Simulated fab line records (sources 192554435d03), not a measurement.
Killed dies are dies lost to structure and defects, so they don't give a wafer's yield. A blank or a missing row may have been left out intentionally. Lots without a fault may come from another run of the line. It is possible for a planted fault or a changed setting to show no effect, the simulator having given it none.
Lot-split experiment | flow n5_finfet | on a route of 1938 steps: 7 lots, 21 wafers read

## THE SPLIT
At N5_GATE_CUT_ETCH_58 (etches SiNx in CH3F/O2, target depth 17 nm, time 128.6 s), the setting time_s was moved away from the recipe's 128.6 s on 7 of the 21 wafers read, by -18.0% to +22.2%. The other wafers ran this setting at the recipe's value.

The reading comes from the split's own step.

## THE READING
etch.depth_nm (the simulator's own value, which no gauge read), in nm, at N5_GATE_CUT_ETCH_58 (etches SiNx in CH3F/O2, target depth 17 nm, time 128.6 s). There is no usual value for it anywhere in the file. Across the 14 wafers here that went through the recipe, the average is 16.71 nm and the standard deviation 0.22 nm.

wafer  | tool, chamber at the split | time_s as run, s | against the recipe | etch.depth_nm, nm | against lot-mates on the recipe
L078.3 | rie_diel-01, 2             | 128.6            | recipe             | 16.93             | -
L078.4 | rie_diel-01, 3             | 108              | -16.0%             | 14.56             | -2.37
L078.6 | rie_diel-01, 0             | 108              | -16.0%             | 14.37             | -2.56
L084.1 | rie_diel-02, 1             | 112.7            | -12.4%             | 14.51             | -2.33
L084.3 | rie_diel-02, 3             | 128.6            | recipe             | 17.07             | -
L084.5 | rie_diel-02, 1             | 128.6            | recipe             | 16.61             | -
L085.2 | rie_diel-01, 1             | 128.6            | recipe             | 16.69             | -
L085.3 | rie_diel-01, 0             | 157.1            | +22.2%             | 20.73             | +4.08
L085.5 | rie_diel-01, 2             | 128.6            | recipe             | 16.6              | -
L087.1 | rie_diel-03, 2             | 128.6            | recipe             | 16.87             | -
L087.2 | rie_diel-03, 1             | 128.6            | recipe             | 16.58             | -
L087.6 | rie_diel-03, 1             | 128.6            | recipe             | 16.67             | -
L091.1 | rie_diel-02, 2             | 105.5            | -18.0%             | 13.29             | -3.52
L091.3 | rie_diel-02, 3             | 128.6            | recipe             | 16.81             | -
L091.5 | rie_diel-02, 1             | 105.5            | -18.0%             | 13.46             | -3.35
L096.1 | rie_diel-01, 2             | 128.6            | recipe             | 16.85             | -
L096.4 | rie_diel-01, 1             | 128.6            | recipe             | 16.8              | -
L096.5 | rie_diel-01, 2             | 128.6            | recipe             | 16.67             | -
L097.1 | rie_diel-03, 3             | 128.6            | recipe             | 16.1              | -
L097.2 | rie_diel-03, 1             | 128.6            | recipe             | 16.72             | -
L097.4 | rie_diel-03, 0             | 156.1            | +21.4%             | 20.14             | +3.73

THE FIT
A straight line over all 21 wafers: etch.depth_nm changes by +0.169 nm for each +1% of time_s; r = +0.99; the points scatter about the line by 0.27 nm.
The same after taking each lot's own level away (the mean of its wafers on the recipe; 21 wafers): +0.178 nm for each +1%; r = +0.99; scatter 0.21 nm.
The reading moves by 3.9 nm for the largest change in time_s, on that fit.
The span of the lots' own levels, 16.410 to 16.930 nm, comes to 2.4 times the standard deviation stated above.
Hence the lot-to-lot level has little effect on the slope; both slopes agree.
Check: for one of the wafers moved furthest among these (+22.2%), held out of the fit, the line's prediction against its lot-mates is +3.89 nm. It came out at +4.08 nm against them.

## THESE WAFERS: OTHER SPLITS
These wafers also went through other splits before the reading. Each is held against what the fit with the lots' levels taken away leaves over:
other split on the same wafers | wafers away from the commonest value | r with etch.depth_nm (lot level and that fit taken away)
N5_HKMG_FIN_PEB_47 peb_time_s  | 7                                    | +0.01

## FILE'S OWN FIT
etch.depth_nm changes by +0.179 nm for each +1% of time_s, r = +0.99.
